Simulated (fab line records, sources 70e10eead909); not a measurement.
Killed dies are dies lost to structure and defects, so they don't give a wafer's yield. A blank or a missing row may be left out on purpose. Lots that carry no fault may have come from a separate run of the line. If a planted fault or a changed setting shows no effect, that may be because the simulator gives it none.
Which tool was responsible? :: flow nand harc :: Sampling: 6 lots, 18 wafers, 5 of 1302 route steps

## WHAT EACH GAUGE READ, for each wafer
NHARC_END_SORT_01.
lot: L133
measured: day 29 10:19
on: prober-01
killed at array: 84 67 77

## WHICH TOOL RAN EACH LOT (tool, then ch and the chambers of the sampled wafers, then the start)
lot: L124
NHARC_P_CONTACT_STRIP_29: wet bench-09 ch 2,4,5, day 6 18:04
NHARC_THIN_TSV_DEP_43: pecvd-02 ch 0,2, day 24 12:26
NHARC_THIN_TSV_DEP_47: pecvd-02 ch 0,1, day 24 14:58
NHARC_THIN_TSV_DESCUM_35: rie diel-04 ch 2,3, day 24 19:37

lot: L133
NHARC_P_CONTACT_STRIP_29: wet bench-07 ch 5,6,7, day 10 18:08
NHARC_THIN_TSV_DEP_43: pecvd-04 ch 0,1,2, day 28 15:54
NHARC_THIN_TSV_DEP_47: pecvd-02 ch 1,2, day 28 18:34
NHARC_THIN_TSV_DESCUM_35: rie diel-04 ch 0,2,3, day 28 22:52

lot: L135
NHARC_P_CONTACT_STRIP_29: wet bench-09 ch 3,4,5, day 11 04:53
NHARC_THIN_TSV_DEP_43: pecvd-03 ch 0,1,2, day 28 20:10
NHARC_THIN_TSV_DEP_47: pecvd-03 ch 0,1,2, day 28 22:47
NHARC_THIN_TSV_DESCUM_35: rie diel-04 ch 0,2,3, day 29 02:55

lot: L139
NHARC_P_CONTACT_STRIP_29: wet bench-09 ch 0,1,5, day 13 00:35
NHARC_THIN_TSV_DEP_43: pecvd-02 ch 0,2, day 30 13:07
NHARC_THIN_TSV_DEP_47: pecvd-03 ch 1,2, day 30 15:52
NHARC_THIN_TSV_DESCUM_35: rie diel-09 ch 1,2,3, day 30 20:16

lot: L141
NHARC_P_CONTACT_STRIP_29: wet bench-03 ch 0,6,7, day 13 19:46
NHARC_THIN_TSV_DEP_43: pecvd-04 ch 0,1,2, day 31 17:25
NHARC_THIN_TSV_DEP_47: pecvd-02 ch 0,1,2, day 31 20:05
NHARC_THIN_TSV_DESCUM_35: rie diel-09 ch 0,1,2, day 32 00:25

lot: L143
NHARC_P_CONTACT_STRIP_29: wet bench-07 ch 0,6,7, day 14 14:29
NHARC_THIN_TSV_DEP_43: pecvd-04 ch 0,1, day 32 19:14
NHARC_THIN_TSV_DEP_47: pecvd-04 ch 1,2, day 32 21:56
NHARC_THIN_TSV_DESCUM_35: rie diel-09 ch 0,2, day 33 02:01
- NHARC_P_CONTACT_STRIP_29: strips in post etch residue remover, time 1200 s.
- NHARC_THIN_TSV_DEP_43: deposits SiO2, target thk 1328.5 nm.
- NHARC_THIN_TSV_DEP_47: deposits SiO2, target thk 200 nm.
- NHARC_THIN_TSV_DESCUM_35: chemistry O2, time 3 s.

## THE ANSWER, worked out from the rows above alone
Rule: usual is defined by the lots themselves. Put in order of their means at a reading, lots are off if they are a third of the lots or fewer, leave a main group of 4 or more, and stand apart from it by a gap of 3 or more times the standard deviation of the main group's means; of several such gaps the widest counts. The tables above print the reading to a certain number of digits; a main group whose means all agree to those digits is not used. Also off: a lot with no number at a reading for which 4 or more lots have one. Any other lot the step has rows for is counted as sound.
No lot is off at any reading shown: from this, nothing can be told.

## WHAT HAD BEEN PUT IN BY THE SIMULATOR
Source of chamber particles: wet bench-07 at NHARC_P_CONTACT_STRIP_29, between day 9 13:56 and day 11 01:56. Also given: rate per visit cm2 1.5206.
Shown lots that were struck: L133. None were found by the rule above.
